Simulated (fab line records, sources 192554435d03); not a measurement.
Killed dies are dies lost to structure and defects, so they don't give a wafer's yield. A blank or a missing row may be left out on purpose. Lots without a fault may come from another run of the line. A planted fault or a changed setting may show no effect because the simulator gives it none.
A struck lot beside a sound one | flow n5_finfet | 44 steps out of a route of 1938
Sound: wafers L233.1, L233.4, L233.6. Struck: wafers L251.4, L251.5. The cause comes at the end.
At each step with rows: each side's tool, then ch and its chambers, then its first start. Under that, the readings that differ: sound wafers | struck wafers | difference of the means | sigmas: that difference in standard deviations of wafers without a fault.
alike: readings whose means differ by less than 2 such deviations, and words and numbers that are the same on both sides. not compared: withheld readings, readings that some wafer has no value for, bounds like >300 that may hide the same value, and numbers for which the record gives no deviation and whose values overlap.
The two part at a step that has a row with sigmas, a row that says differs or no value, or rows on one side only. Numbers that don't overlap but have no deviation are shown without sigmas and don't part them. A reading that every wafer of one side lacks parts them only if that side has two wafers or more.

first, 5 steps without rows for these wafers: N5_BEOL_M2_ANNEAL_95 (time 240 s); N5_BEOL_M2_SPUTTER_96 (material Cu, target thk 4.5 nm, time 8.29 s); N5_BEOL_M2_ECD_50 (material Cu, target thk 300 nm); N5_BEOL_M2_ANNEAL_51 (time 90 s); N5_BEOL_M2_CMP_52 (polishes, stops on SiOC, t overpolish 6.8 s, target thk 40 nm).
N5_BEOL_M2_THK_MEAS_53: measures by xrf.
  sound on film_metro-02, day 7 15:18; struck on film_metro-01, day 11 22:07
  alike: M2_THK
then, 3 steps without rows for these wafers: N5_BEOL_M2_PRE_CLEAN_60 (time 15 s); N5_BEOL_M2_CO_CAP_55 (material Co, precursor CCTBA/H2, target thk 2 nm, time 102.1 s); N5_BEOL_M2_PRE_CLEAN_56 (time 15 s).
N5_BEOL_M2_DEP_57: deposits SiCN from 3MS/NH3, target thk 8 nm, time 14 s.
  sound on pecvd-03 ch 1,2, day 7 15:31; struck on pecvd-01 ch 1, day 11 22:20
  alike: showerhead_plenum_p_Torr, throttle_valve_pct
N5_BEOL_M2_RS_MEAS_58: measures by four-point-probe.
  sound on film_metro-02, day 7 15:35; struck on film_metro-01, day 11 22:25
  alike: M2_RS
N5_BEOL_M2_INSPECT_59: inspects for defects (darkfield).
  sound on defect_inspect-02, day 7 15:36; struck on defect_inspect-02, day 11 22:26
  alike: raw_defect_count
N5_BEOL_M3_ILD_DEP_00: deposits SiOC from DEMS/O2, target thk 79 nm, time 15.3 s.
  sound on pecvd-04 ch 0,1,2, day 7 15:38; struck on pecvd-01 ch 1,2, day 11 22:29
  reading                                      | sound        | struck    | difference | sigmas
  model.SiOC_of_BEOL_M3_ILD_DEP_00.thk_nm (nm) | 78 81.4 80.2 | 35.2 37.2 | -43.7      |
  alike: heater_power_w, showerhead_plenum_p_Torr, throttle_valve_pct
N5_BEOL_M3_THK_MEAS_01:
  sound on film_metro-01, day 7 15:43; struck on film_metro-02, day 11 22:34
  reading         | sound          | struck    | difference | sigmas
  M3_ILD_THK (nm) | 77.9 81.4 80.2 | 35.2 37.2 | -43.6      | -34
N5_BEOL_M3_PECVD_72: deposits SiO2 from TEOS/O2, target thk 16 nm, time 18 s.
  sound on pecvd-01 ch 0,2, day 7 15:44; struck on pecvd-02 ch 1,2, day 11 22:37
  reading                         | sound          | struck    | difference | sigmas
  showerhead_plenum_p_Torr (Torr) | 8.91 8.79 8.89 | 8.79 8.68 | -0.13      | -2
  alike: heater_power_w, throttle_valve_pct
then, 10 steps without rows for these wafers: N5_BEOL_M3_HM_DEP_02 (deposits TiN, target thk 20 nm); N5_BEOL_M3_COAT_61 (time 60 s, resist thk 60 nm); N5_BEOL_M3_COAT_62 (time 60 s, resist thk 12 nm); N5_BEOL_M3_COAT_73 (time 60 s, resist thk 5 nm); N5_BEOL_M3_COAT_05 (resist thk 30 nm); N5_BEOL_M3_EBR_07; N5_BEOL_M3_SOFTBAKE_06 (time 60 s); N5_BEOL_M3_EXPOSE_08 (exposes mask M3); N5_BEOL_M3_PEB_09 (peb time 60 s); N5_BEOL_M3_DEVELOP_10 (develop time 30 s).
N5_BEOL_M3_CD_MEAS_11: target cd 17.05 nm.
  sound on cd_sem-02 ch 0, day 7 18:47; struck on cd_sem-02 ch 0, day 12 00:54
  alike: cd_nm
N5_BEOL_M3_OVL_MEAS_12:
  sound on overlay-02 ch 0, day 7 18:49; struck on overlay-01 ch 0, day 12 00:56
  reading     | sound       | struck   | difference | sigmas
  M3_OVL (nm) | 1.1 1.9 1.3 | 0.0 -0.9 | -1.9       | -3
N5_BEOL_M3_INSPECT_13: inspects for defects (brightfield).
  sound on defect_inspect-02, day 7 18:52; struck on defect_inspect-02, day 12 00:59
  alike: raw_defect_count
then, 1 step without rows for these wafers: N5_BEOL_M3_DESCUM_16 (chemistry O2, time 7 s).
N5_BEOL_M3_ETCH_74: etches underlayer in N2/H2, target depth 6.5 nm, time 5.2 s.
  sound on rie_diel-01 ch 0,1,2, day 7 18:56; struck on rie_diel-01 ch 2, day 12 01:03
  alike: drypump_motor_current_A, etch_rf_on_time_s, oes_product_au, rf_vpp_V, showerhead_plenum_p_Torr, throttle_valve_pct
  not compared: rf_hours_counter_h
then, 1 step without rows for these wafers: N5_BEOL_M3_ETCH_63 (etches SiARC in CF4, target depth 15.6 nm, time 26 s).
N5_BEOL_M3_ETCH_64: etches SOC in N2/H2, target depth 75 nm, overetch 15 nm, time 112.5 s.
  sound on rie_diel-01 ch 0,1,2, day 7 18:59; struck on rie_diel-01 ch 2, day 12 01:06
  alike: drypump_motor_current_A, oes_product_au, rf_vpp_V, showerhead_plenum_p_Torr, throttle_valve_pct
  not compared: rf_hours_counter_h
then, 4 steps without rows for these wafers: N5_BEOL_M3_STRIP_65 (strips in N2/H2); N5_BEOL_M3_STRIP_75 (strips in N2/H2); N5_BEOL_M3_STRIP_66 (strips in CF4); N5_BEOL_M3_HM_OPEN_17 (chemistry Cl2/BCl3, target TiN, target depth 20 nm, overetch 6 nm).
N5_BEOL_M3_STRIP_19: strips in O2.
  sound on rie_diel-01 ch 1,3, day 7 19:16; struck on rie_diel-01 ch 0,3, day 12 01:24
  alike: drypump_motor_current_A, oes_product_au, rf_vpp_V, showerhead_plenum_p_Torr, throttle_valve_pct
  not compared: rf_hours_counter_h
N5_BEOL_M3_CD_MEAS_18: pitch 36 nm, target cd 18 nm.
  sound on cd_sem-02, day 7 19:20; struck on cd_sem-03, day 12 01:29
  alike: cd_nm
then, 4 steps without rows for these wafers: N5_BEOL_M3_COAT_67 (time 60 s, resist thk 60 nm); N5_BEOL_M3_COAT_68 (time 60 s, resist thk 12 nm); N5_BEOL_M3_COAT_76 (time 60 s, resist thk 5 nm); N5_BEOL_M3_COAT_22 (resist thk 30 nm).
N5_BEOL_M3_CMP_52: polishes, stops on SiOC, t overpolish 6.8 s, target thk 40 nm.
  sound on cmp-04 ch 2,3, day 8 05:56; struck on cmp-04 ch 2, day 12 09:56
  reading                                      | sound          | struck    | difference | sigmas
  model.SiOC_of_BEOL_M3_ILD_DEP_00.thk_nm (nm) | 75 78.4 77.2   | 32.2 34.2 | -43.7      |
  model.Cu_of_BEOL_M3_ECD_50.thk_nm (nm)       | 39.6 42.6 40.6 | 0.8 0     | -40.5      |
  alike: motor_current_A
N5_BEOL_M4_RC_MEAS_101:
  the record has rows for the sound wafers here (prober-02 ch 0, day 9 08:13) and none for the struck ones

WHERE THEY PART
First at N5_BEOL_M3_THK_MEAS_01; last, within this record, at N5_BEOL_M4_RC_MEAS_101.

WHY: what the simulator had put in
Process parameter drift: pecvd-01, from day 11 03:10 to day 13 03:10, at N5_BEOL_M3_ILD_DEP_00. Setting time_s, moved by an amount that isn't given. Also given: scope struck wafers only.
